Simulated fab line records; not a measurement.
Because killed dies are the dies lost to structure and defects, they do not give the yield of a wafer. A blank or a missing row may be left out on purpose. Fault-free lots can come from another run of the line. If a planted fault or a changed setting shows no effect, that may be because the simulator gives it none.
fab line records -- flow nand_harc
record: lots: 12, wafers: 36, last_day: 24
route steps=1159 shown A_CHANNEL_HOLE_D1@472 A_CHANNEL_FILL_D1@500 END@1159
lots that met no fault: from a run of the same line without faults
start_h: start of the lot's first displayed wafer, in hours after the record's first day -- wait_h: hours elapsed since this lot's preceding step -- " identical to the entry in the row above -- L1.1+2: one row covering several wafers at once -- - value missing, or start not given -- * or withheld: withheld -- < > ~ a bound
route shown NAME@n: NAME is a module with steps in the file, n the number in the route of the first one -- usual: mean/standard deviation taken from wafers without a fault -- same: alike in all rows -- chamber/n: place in a boat -- sites: each site's reading -- _std_site: standard deviation of those values -- _edge_site: inner sites' mean taken away from outer sites' mean -- radius_mm: for every site, how far away it sits from the centre of the wafer -- mask NAME#n: copy n -- behind: the last tool/chamber to shape the wafer -- hold: cause of the lot's hold/its duration in hours/its outcome -- device: the transistor (n, p or np) that didn't switch -- end of line: tests run on the same wafers once the route is complete -- a step without rows: its recipe alone -- killed: count of dies lost to structure and defects at first sort (not the wafer's yield) -- map: shows each die of a wafer: x if killed, . if not, _ if none is there
set.NAME: the setting the step ran with; set.NAME@STEP: the setting that earlier step ran with -- model.NAME: the simulator's own value behind a step, which no gauge read
steps of the route over a sample of lots; a table a step, a row a wafer
services: from which hour (start_h, from the record's first day; less than 0 if before it) a tool's chamber was out of use, for how many hours, and why
== steps ==
step: NHARC_A_CHANNEL_HOLE_D1_ETCH_20
recipe: bias_v: 3000, source_w: withheld, pressure_mtorr: 20, time_s: 361.9, ar_flow_sccm: 375, c4f8_flow_sccm: 89.3, o2_flow_sccm: 35.7, temp_c: -20, target_depth_a: 16000, chemistry: C4F8/O2/Ar
usual: drypump_motor_current_A: 5.6/0.45, showerhead_plenum_p_Torr: 3.65/0.14, throttle_valve_pct: 32.155/0.0088
lot.wafer,tool,chamber,start_h,wait_h,drypump_motor_current_A,rf_hours_counter_h,showerhead_plenum_p_Torr,throttle_valve_pct
L729.4,har_etch-02,1,190.81,0.2,5.0,-,3.87,32.144
L729.5,har_etch-02,0,190.81,0.2,6.2,-,3.55,32.140
L729.6,har_etch-02,1,190.81,0.2,5.0,-,3.87,32.155
L730.2,har_etch-01,1,193.85,0.1,5.4,191,3.57,32.166
L730.4,har_etch-01,0,193.85,0.1,5.6,-,3.61,32.152
L730.6,har_etch-01,1,193.85,0.1,5.4,-,3.57,32.152
L728.1,har_etch-02,0,197.37,0.1,6.2,113,3.55,32.160
L728.4,har_etch-02,1,197.37,0.1,5.0,-,3.87,32.165
L728.6,har_etch-02,0,197.37,0.1,6.2,-,3.55,32.148
L733.1,har_etch-02,1,217.24,0.1,5.0,122,3.86,32.148
L733.4,har_etch-02,0,217.24,0.1,6.2,-,3.54,32.155
L733.5,har_etch-02,0,217.24,0.1,6.2,-,3.54,32.157
L735.4,har_etch-01,1,217.33,0.2,5.4,-,3.57,32.149
L735.3,har_etch-01,0,217.33,0.2,5.6,-,3.61,32.146
L735.5,har_etch-01,1,217.33,0.2,5.4,-,3.57,32.140
L737.2,har_etch-02,1,238.25,0.1,5.0,132,3.86,32.149
L737.4,har_etch-02,1,238.25,0.1,5.0,-,3.86,32.168
L737.6,har_etch-02,0,238.25,0.1,6.2,-,3.54,32.156
L741.1,har_etch-02,1,273.63,0.1,5.0,143,3.85,32.160
L741.4,har_etch-02,1,273.63,0.1,5.1,-,3.85,32.167
L741.5,har_etch-02,0,273.63,0.1,6.2,-,3.53,32.158
L740.2,har_etch-02,0,277.85,0.1,6.2,146,3.53,32.147
L740.4,har_etch-02,1,277.85,0.1,5.0,-,3.85,32.148
L740.5,har_etch-02,0,277.85,0.1,6.2,-,3.53,32.161
L745.3,har_etch-01,1,283.16,0.2,5.5,-,3.55,32.149
L745.5,har_etch-01,0,283.16,0.2,5.6,-,3.60,32.162
L745.6,har_etch-01,1,283.16,0.2,5.5,-,3.55,32.137
L746.2,har_etch-02,0,296.19,0.1,6.2,159,3.52,32.160
L746.3,har_etch-02,1,296.19,0.1,5.0,-,3.84,32.152
L746.4,har_etch-02,0,296.19,0.1,6.2,-,3.52,32.161
L748.4,har_etch-02,0,304.01,0.2,6.2,-,3.52,32.150
L748.3,har_etch-02,1,304.01,0.2,5.0,-,3.84,32.146
L748.5,har_etch-02,1,304.01,0.2,5.0,-,3.84,32.142
L749.3,har_etch-02,0,317.51,0.2,6.2,-,3.52,32.149
L749.6,har_etch-02,0,317.51,0.2,6.2,-,3.52,32.153
L749.5,har_etch-02,1,317.51,0.2,5.0,-,3.84,32.155
step: NHARC_A_CHANNEL_HOLE_D1_ETCH_23
recipe: bias_v: 5000, source_w: withheld, pressure_mtorr: 20, time_s: 819, ar_flow_sccm: 375, c4f8_flow_sccm: 89.3, o2_flow_sccm: 35.7, temp_c: -20, target_depth_a: 16000, chemistry: C4F8/O2/Ar
usual: drypump_motor_current_A: 5.6/0.45, showerhead_plenum_p_Torr: 3.65/0.14, throttle_valve_pct: 32.154/0.0081
lot.wafer,tool,chamber,start_h,wait_h,drypump_motor_current_A,rf_hours_counter_h,showerhead_plenum_p_Torr,throttle_valve_pct
L729.4,har_etch-02,1,192.31,0.5,5.0,-,3.87,32.162
L729.5,har_etch-02,0,192.31,0.5,6.2,-,3.55,32.160
L729.6,har_etch-02,1,192.31,0.5,5.0,-,3.87,32.154
L730.2,har_etch-01,1,195.19,0.5,5.5,193,3.57,32.159
L730.4,har_etch-01,0,195.19,0.5,5.6,-,3.61,32.151
L730.6,har_etch-01,1,195.19,0.5,5.5,-,3.57,32.167
L728.1,har_etch-02,0,198.75,0.5,6.2,114,3.55,32.151
L728.4,har_etch-02,1,198.75,0.5,5.0,-,3.87,32.149
L728.6,har_etch-02,0,198.75,0.5,6.2,-,3.55,32.166
L733.1,har_etch-02,1,218.63,0.5,5.0,124,3.86,32.152
L733.4,har_etch-02,0,218.63,0.5,6.2,-,3.54,32.155
L733.5,har_etch-02,0,218.63,0.5,6.2,-,3.54,32.163
L735.4,har_etch-01,1,218.76,0.5,5.5,-,3.57,32.155
L735.3,har_etch-01,0,218.76,0.5,5.7,-,3.61,32.155
L735.5,har_etch-01,1,218.76,0.5,5.5,-,3.57,32.149
L737.2,har_etch-02,1,239.62,0.5,5.0,133,3.86,32.151
L737.4,har_etch-02,1,239.62,0.5,5.0,-,3.86,32.155
L737.6,har_etch-02,0,239.62,0.5,6.2,-,3.54,32.158
L741.1,har_etch-02,1,274.94,0.5,5.0,144,3.85,32.162
L741.4,har_etch-02,1,274.94,0.5,5.1,-,3.85,32.148
L741.5,har_etch-02,0,274.94,0.5,6.2,-,3.53,32.149
L740.2,har_etch-02,0,279.24,0.5,6.2,148,3.53,32.168
L740.4,har_etch-02,1,279.24,0.5,5.0,-,3.85,32.159
L740.5,har_etch-02,0,279.24,0.5,6.2,-,3.53,32.138
L745.3,har_etch-01,1,284.66,0.5,5.5,-,3.55,32.139
L745.5,har_etch-01,0,284.66,0.5,5.6,-,3.60,32.148
L745.6,har_etch-01,1,284.66,0.5,5.5,-,3.55,32.163
L746.2,har_etch-02,0,297.57,0.5,6.2,160,3.52,32.156
L746.3,har_etch-02,1,297.57,0.5,5.0,-,3.84,32.138
L746.4,har_etch-02,0,297.57,0.5,6.2,-,3.52,32.154
L748.4,har_etch-02,0,305.45,0.5,6.2,-,3.52,32.154
L748.3,har_etch-02,1,305.45,0.5,5.0,-,3.84,32.145
L748.5,har_etch-02,1,305.45,0.5,5.1,-,3.84,32.167
L749.3,har_etch-02,0,318.95,0.5,6.2,-,3.52,32.170
L749.6,har_etch-02,0,318.95,0.5,6.2,-,3.51,32.146
L749.5,har_etch-02,1,318.95,0.5,5.1,-,3.83,32.148
step: NHARC_A_CHANNEL_FILL_D1_ETCHBACK_20
recipe: target_depth_a: 270, time_s: 13.5, c4f8_flow_sccm: withheld, o2_flow_sccm: 8, ar_flow_sccm: withheld, rf_w: 600, bias_w: 1500, chemistry: C4F8/O2/Ar
usual: oes_product_au: 0.96/0.04, rf_vpp_V: 978/5.7
lot.wafer,tool,chamber,start_h,wait_h,oes_product_au,rf_hours_counter_h,rf_vpp_V
L729.4,rie_diel-13,3,221.10,-,0.93,3,981
L729.6,rie_diel-13,3,221.10,-,0.93,-,979
L729.5,rie_diel-13,0,221.10,-,0.91,-,982
L730.2,rie_diel-13,0,227.52,-,0.90,3,983
L730.4,rie_diel-13,1,227.52,-,0.90,3,975
L730.6,rie_diel-13,1,227.52,-,0.90,-,974
L728.4,rie_diel-11,2,227.56,-,0.99,4,982
L728.1,rie_diel-11,0,227.56,-,0.99,4,971
L728.6,rie_diel-11,2,227.56,-,1.00,-,983
L733.4,rie_diel-04,0,249.78,-,0.93,4,973
L733.1,rie_diel-04,1,249.78,-,0.93,4,976
L733.5,rie_diel-04,0,249.78,-,0.94,-,972
L735.4,rie_diel-13,2,249.79,-,0.91,4,988
L735.3,rie_diel-13,0,249.79,-,0.89,4,984
L735.5,rie_diel-13,1,249.79,-,0.90,-,975
L737.4,rie_diel-13,2,269.69,-,1.00,4,987
L737.2,rie_diel-13,0,269.69,-,0.99,4,981
L737.6,rie_diel-13,2,269.69,-,0.99,-,988
L741.1,rie_diel-13,3,304.22,-,1.01,0,978
L741.4,rie_diel-13,1,304.22,-,0.97,0,973
L741.5,rie_diel-13,3,304.22,-,1.01,-,978
L740.2,rie_diel-13,3,308.28,-,0.76,0,978
L740.4,rie_diel-13,0,308.28,-,0.75,0,983
L740.5,rie_diel-13,0,308.28,-,0.75,-,984
L745.3,rie_diel-13,1,315.74,-,0.72,0,975
L745.5,rie_diel-13,0,315.74,-,0.74,-,983
L745.6,rie_diel-13,1,315.74,-,0.72,-,975
L746.2,rie_diel-11,3,326.03,-,0.92,18,988
L746.4,rie_diel-11,0,326.03,-,0.93,26,971
L746.3,rie_diel-11,1,326.03,-,0.92,28,983
L748.4,rie_diel-04,2,334.02,-,0.99,1,968
L748.3,rie_diel-04,1,334.02,-,0.98,1,976
L748.5,rie_diel-04,3,334.02,-,1.00,-,976
L749.3,rie_diel-04,3,350.70,-,0.99,2,973
L749.5,rie_diel-04,3,350.70,-,1.00,-,974
L749.6,rie_diel-04,0,350.70,-,0.99,-,972
step: NHARC_A_CHANNEL_FILL_D1_ALD_25
recipe: target_thk_a: 600, pulse_time_s: 10, ald_cycles: 600, temp_c: 300, material: SiOx
usual: heater_power_w: 486/61, precursor_pulse_height_rel: 1.003/0.019
lot.wafer,tool,chamber,start_h,wait_h,heater_power_w,precursor_pulse_height_rel
L729.4,ald_hk-02,1,236.32,3.2,406,1.030
L729.6,ald_hk-02,0,238.14,5.0,596,1.012
L729.5,ald_hk-02,1,238.14,5.0,394,0.998
L728.1,ald_hk-02,3,239.97,0.9,462,0.993
L728.4,ald_hk-02,0,239.97,0.9,579,0.987
L728.6,ald_hk-02,2,241.82,2.7,462,0.989
L730.2,ald_hk-02,3,243.05,4.0,477,0.997
L730.4,ald_hk-02,2,244.90,5.8,465,1.004
L730.6,ald_hk-02,3,244.90,5.8,471,1.004
L733.4,ald_hk-02,3,262.11,0.7,480,1.011
L733.1,ald_hk-02,1,263.37,1.9,398,1.019
L733.5,ald_hk-02,2,263.37,1.9,449,1.013
L735.4,ald_hk-01,1,262.12,0.7,535,1.005
L735.3,ald_hk-01,3,263.37,1.9,565,1.012
L735.5,ald_hk-01,1,264.62,3.2,527,1.000
L737.2,ald_hk-01,2,281.87,0.7,447,1.006
L737.4,ald_hk-01,3,281.87,0.7,580,1.030
L737.6,ald_hk-01,2,284.33,3.1,455,1.004
L741.1,ald_hk-02,2,317.21,1.3,480,0.994
L741.4,ald_hk-02,3,317.21,1.3,476,1.031
L741.5,ald_hk-02,1,319.04,3.1,401,0.987
L740.2,ald_hk-04,0,322.59,2.5,474,1.035
L740.4,ald_hk-04,1,323.83,3.8,487,0.997
L740.5,ald_hk-04,3,326.30,6.2,457,1.033
L745.3,ald_hk-01,0,329.71,2.2,380,1.010
L745.5,ald_hk-01,2,330.97,3.4,448,0.983
L745.6,ald_hk-01,3,330.97,3.4,575,1.027
L746.4,ald_hk-04,3,338.12,0.1,470,0.993
L746.3,ald_hk-04,0,338.12,0.1,487,1.017
L746.2,ald_hk-04,2,339.96,1.9,470,0.997
L748.4,ald_hk-02,1,346.55,0.7,400,0.997
L748.3,ald_hk-02,3,347.78,1.9,480,1.030
L748.5,ald_hk-02,0,347.78,1.9,588,1.029
L749.3,ald_hk-01,2,362.52,0.1,457,0.998
L749.5,ald_hk-01,2,364.96,2.5,471,1.003
L749.6,ald_hk-01,3,364.96,2.5,563,1.009
step: NHARC_END_SORT_01
recipe: temp_c: 25
usual: killed_at_array: 26/11, killed_at_other: 0.6/1, killed_at_periphery: 3.1/2.1, killed_dies: 30/11, killed_open: 3.4/1.8, killed_short: 2.1/1.5
same: gross_dies: 677
lot.wafer,tool,chamber,start_h,wait_h,killed_at_array,killed_at_other,killed_at_periphery,killed_dies,killed_open,killed_short
L740.2,prober-01,0,539.82,2.8,677,0,0,677,4,2
L740.4,prober-01,0,541.42,3.4,676,0,1,677,1,1
L740.5,prober-01,0,542.21,3.7,675,2,0,677,1,4
L745.3,prober-01,0,550.04,3.1,674,0,3,677,4,1
L745.5,prober-01,0,551.63,3.7,673,3,1,677,4,0
L745.6,prober-01,0,552.43,4.0,671,0,6,677,0,0
killed by level:class
L740.2 A_CHANNEL_FILL_D1:area_etchback=663 A_CHANNEL_HOLE_D1:chamber_film_flake=4 A_STAIRCASE:chamber_film_flake=3 A_SGD_CUT:geometric_particle:open=1 A_SGD_CUT:geometric_particle:short=1 A_WL_FILL:geometric_particle:short=1 A_CONTACT:geometric_particle:open=1 A_BLC:geometric_particle:open=1
L740.4 A_CHANNEL_FILL_D1:area_etchback=660 A_CHANNEL_HOLE_D1:chamber_film_flake=7 A_STAIRCASE:chamber_film_flake=7 P_CONTACT:geometric_particle:short=1 A_M0:geometric_particle:open=1 A_WL_FILL:chamber_film_flake=1
L740.5 A_CHANNEL_FILL_D1:area_etchback=660 A_CHANNEL_HOLE_D1:chamber_film_flake=8 A_CHANNEL_FILL_D1:geometric_particle:short=1 A_CONTACT:geometric_particle:short=1 A_M0:geometric_particle:open=1 A_M1:geometric_particle:short=1 STARTING-WAFER:geometric_particle:short=1 A_ZERO_WELL:chamber_film_flake=1
L745.3 A_CHANNEL_FILL_D1:area_etchback=619 A_CHANNEL_HOLE_D1:chamber_film_flake=21 A_SLIT:chamber_film_flake=20 A_STAIRCASE:chamber_film_flake=4 A_ONON_D1:geometric_particle:open=2 P_CONTACT:chamber_film_flake=2 A_CONTACT:chamber_film_flake=2 A_M1:chamber_film_flake=2
L745.5 A_CHANNEL_FILL_D1:area_etchback=628 A_SLIT:chamber_film_flake=18 A_CHANNEL_HOLE_D1:chamber_film_flake=18 A_CONTACT:chamber_film_flake=4 THIN_TSV:chamber_film_flake=3 A_ONON_D1:geometric_particle:open=1 A_BLC:geometric_particle:open=1 A_M0:geometric_particle:open=1
L745.6 A_CHANNEL_FILL_D1:area_etchback=626 A_SLIT:chamber_film_flake=21 A_CHANNEL_HOLE_D1:chamber_film_flake=17 A_CONTACT:chamber_film_flake=6 P_CONTACT:chamber_film_flake=4 P_GATE:chamber_film_flake=1 P_BONDPAD:chamber_film_flake=1 A_ZERO_WELL:chamber_film_flake=1
== services ==
tool,chamber,start_h,hours,kind
rie_diel-13,-,171.83,0.7,repair
rie_diel-13,0,181.50,-,clean
rie_diel-13,1,181.50,-,clean
rie_diel-13,2,181.50,-,clean
rie_diel-13,3,181.50,-,clean
ald_hk-04,-,186.16,10.0,pm
rie_diel-11,-,189.50,9.0,pm
rie_diel-13,0,206.00,-,clean
rie_diel-13,1,206.00,-,clean
rie_diel-13,2,206.00,-,clean
rie_diel-13,3,206.00,-,clean
rie_diel-11,-,210.24,0.9,repair
rie_diel-04,-,222.09,0.6,repair
rie_diel-13,-,232.58,0.3,repair
ald_hk-01,-,233.53,10.0,pm
rie_diel-13,2,250.93,8.0,repair
rie_diel-11,0,260.93,4.9,repair
rie_diel-11,3,267.66,41.2,repair
rie_diel-13,-,276.00,9.0,pm
rie_diel-04,-,288.92,9.0,pm
har_etch-01,-,305.00,17.0,pm
rie_diel-11,3,312.51,3.4,repair
ald_hk-02,-,335.07,2.5,repair
ald_hk-04,-,364.16,10.0,pm
== key ==
first_sign: step: NHARC_A_CHANNEL_FILL_D1_ETCHBACK_20, reading: oes_product_au, direction: down, sigmas: 5.5, usual: 0.96, struck: 0.74
effect: step: NHARC_END_SORT_01, reading: killed_dies, direction: up, sigmas: 59, usual: 30, struck: 677
more_kills_born_at: NHARC_A_CHANNEL_FILL_D1_ETCHBACK_20@rie_diel-13: 3856
met_at NHARC_A_CHANNEL_FILL_D1_ETCHBACK_20
struck_lots L740,L745
later_rows_left_out L740.2,L740.4,L740.5,L745.3,L745.5,L745.6
tester_left_out L740,L745
not_acting_at NHARC_A_CHANNEL_HOLE_D1_ETCH_20,NHARC_A_CHANNEL_HOLE_D1_ETCH_23,NHARC_A_CHANNEL_FILL_D1_ALD_25
onset_between 304.22 308.28
fault: kind: process_parameter_drift, tool: rie_diel-13, chamber: -, onset_h: 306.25, steps: NHARC_A_CHANNEL_FILL_D1_ETCHBACK_20, channel: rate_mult, offset: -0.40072, shape: step, end_h: 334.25
tester_left_out: of these lots the tester's yield and bins aren't shown, on N5 and GAA mostly nor the transistor test; their killed dies are dies lost to structure and defects alone, not to doping, threshold or leakage, so they don't give the yield
later_rows_left_out: the simulator's readings of these wafers behind a module that went badly wrong aren't trusted and aren't shown, but for the sort
